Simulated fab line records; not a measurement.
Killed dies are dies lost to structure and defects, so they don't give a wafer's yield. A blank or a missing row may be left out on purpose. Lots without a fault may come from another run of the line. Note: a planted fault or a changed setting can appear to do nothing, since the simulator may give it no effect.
Matching of chambers || flow n5-finfet || uv-cure-03 running N5_BEOL_M6_CURE_74: 3 sister chambers
The step cures SiCOH lowk, time 240 s. 24 wafers are shown with their chamber, then 12 later ones without.

== EACH WAFER AND ITS CHAMBER ==
{"wafer": "L074.4", "chamber": 0, "wafer_temp_C_max": 387.3, "lamp-power-pct (%)": 52.30}
{"wafer": "L074.5", "chamber": 0, "wafer_temp_C_max": 386.9, "lamp-power-pct (%)": 52.28}
{"wafer": "L074.6", "chamber": 0, "wafer_temp_C_max": 386.8, "lamp-power-pct (%)": 52.33}
{"wafer": "L076.2", "chamber": 2, "wafer_temp_C_max": 387.8, "lamp-power-pct (%)": 52.29}
{"wafer": "L076.3", "chamber": 2, "wafer_temp_C_max": 387.7, "lamp-power-pct (%)": 52.38}
{"wafer": "L076.4", "chamber": 2, "wafer_temp_C_max": 387.3, "lamp-power-pct (%)": 52.32}
{"wafer": "L077.1", "chamber": 0, "wafer_temp_C_max": 387.2, "lamp-power-pct (%)": 52.27}
{"wafer": "L077.2", "chamber": 0, "wafer_temp_C_max": 387.3, "lamp-power-pct (%)": 52.41}
{"wafer": "L077.6", "chamber": 0, "wafer_temp_C_max": 388.1, "lamp-power-pct (%)": 52.37}
{"wafer": "L077.3", "chamber": 0, "wafer_temp_C_max": 388.2, "lamp-power-pct (%)": 52.33}
{"wafer": "L077.4", "chamber": 0, "wafer_temp_C_max": 386.9, "lamp-power-pct (%)": 52.26}
{"wafer": "L077.5", "chamber": 0, "wafer_temp_C_max": 387.6, "lamp-power-pct (%)": 52.28}
{"wafer": "L078.1", "chamber": 1, "wafer_temp_C_max": 385.7, "lamp-power-pct (%)": 52.32}
{"wafer": "L078.2", "chamber": 1, "wafer_temp_C_max": 386.1, "lamp-power-pct (%)": 52.31}
{"wafer": "L078.4", "chamber": 1, "wafer_temp_C_max": 385.7, "lamp-power-pct (%)": 52.43}
{"wafer": "L078.3", "chamber": 1, "wafer_temp_C_max": 385.9, "lamp-power-pct (%)": 52.33}
{"wafer": "L078.5", "chamber": 1, "wafer_temp_C_max": 385.8, "lamp-power-pct (%)": 52.23}
{"wafer": "L078.6", "chamber": 1, "wafer_temp_C_max": 385.6, "lamp-power-pct (%)": 52.39}
{"wafer": "L084.1", "chamber": 2, "wafer_temp_C_max": 387.7, "lamp-power-pct (%)": 52.26}
{"wafer": "L084.2", "chamber": 2, "wafer_temp_C_max": 387.3, "lamp-power-pct (%)": 52.34}
{"wafer": "L084.5", "chamber": 2, "wafer_temp_C_max": 387.0, "lamp-power-pct (%)": 52.36}
{"wafer": "L084.3", "chamber": 2, "wafer_temp_C_max": 386.7, "lamp-power-pct (%)": 52.38}
{"wafer": "L084.4", "chamber": 2, "wafer_temp_C_max": 387.5, "lamp-power-pct (%)": 52.39}
{"wafer": "L084.6", "chamber": 2, "wafer_temp_C_max": 387.2, "lamp-power-pct (%)": 52.31}

SIGNATURES (means of the wafers above)
{"reading": "wafer_temp_C_max", "chamber 0": 387.367, "chamber 1": 385.800, "chamber 2": 387.356, "scatter within a chamber": 0.395}
{"reading": "lamp-power-pct", "chamber 0": 52.3144, "chamber 1": 52.3350, "chamber 2": 52.3367, "scatter within a chamber": 0.0536}
Rule: for each reading, subtract the chamber's mean from the wafer's reading, divide by that reading's scatter and square the result; add these up over the readings and take the root, which gives the wafer's distance from the chamber. If the next closest chamber is less than 2 further off than the closest, the wafer can't be placed; otherwise it belongs to the closest. The scatter: take each reading less its chamber's mean, square it, sum over the shown wafers, divide by the number of wafers less the number of chambers, and take the root.

== WAFERS WHOSE CHAMBER IS MISSING ==
{"wafer": "L085.1", "wafer_temp_C_max": 385.9, "lamp-power-pct (%)": 52.35}
{"wafer": "L085.3", "wafer_temp_C_max": 385.8, "lamp-power-pct (%)": 52.25}
{"wafer": "L085.5", "wafer_temp_C_max": 385.9, "lamp-power-pct (%)": 52.22}
{"wafer": "L087.1", "wafer_temp_C_max": 387.9, "lamp-power-pct (%)": 52.35}
{"wafer": "L087.5", "wafer_temp_C_max": 387.0, "lamp-power-pct (%)": 52.23}
{"wafer": "L087.6", "wafer_temp_C_max": 387.1, "lamp-power-pct (%)": 52.37}
{"wafer": "L093.1", "wafer_temp_C_max": 387.2, "lamp-power-pct (%)": 52.32}
{"wafer": "L093.2", "wafer_temp_C_max": 387.8, "lamp-power-pct (%)": 52.23}
{"wafer": "L093.6", "wafer_temp_C_max": 387.8, "lamp-power-pct (%)": 52.39}
{"wafer": "L094.3", "wafer_temp_C_max": 387.8, "lamp-power-pct (%)": 52.29}
{"wafer": "L094.4", "wafer_temp_C_max": 388.4, "lamp-power-pct (%)": 52.24}
{"wafer": "L094.6", "wafer_temp_C_max": 387.8, "lamp-power-pct (%)": 52.39}

== WHICH CHAMBER EACH ONE RAN IN ==
{"wafer": "L085.1", "from the rows above": 1, "in truth": 1}
{"wafer": "L085.3", "from the rows above": 1, "in truth": 1}
{"wafer": "L085.5", "from the rows above": "can't be placed: 1 or 0", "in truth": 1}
{"wafer": "L087.1", "from the rows above": "can't be placed: 2 or 0", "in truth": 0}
{"wafer": "L087.5", "from the rows above": "can't be placed: 0 or 2 or 1", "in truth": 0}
{"wafer": "L087.6", "from the rows above": "can't be placed: 2 or 0", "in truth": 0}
{"wafer": "L093.1", "from the rows above": "can't be placed: 0 or 2", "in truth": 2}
{"wafer": "L093.2", "from the rows above": "can't be placed: 0 or 2", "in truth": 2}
{"wafer": "L093.6", "from the rows above": "can't be placed: 2 or 0", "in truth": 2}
{"wafer": "L094.3", "from the rows above": "can't be placed: 0 or 2", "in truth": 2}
{"wafer": "L094.4", "from the rows above": "can't be placed: 0 or 2", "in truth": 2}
{"wafer": "L094.6", "from the rows above": "can't be placed: 2 or 0", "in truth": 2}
Placed correctly: 2 of 12. From these rows, 10 cannot be placed; in 10 the true chamber is one of the candidates. Wrongly placed: 0.
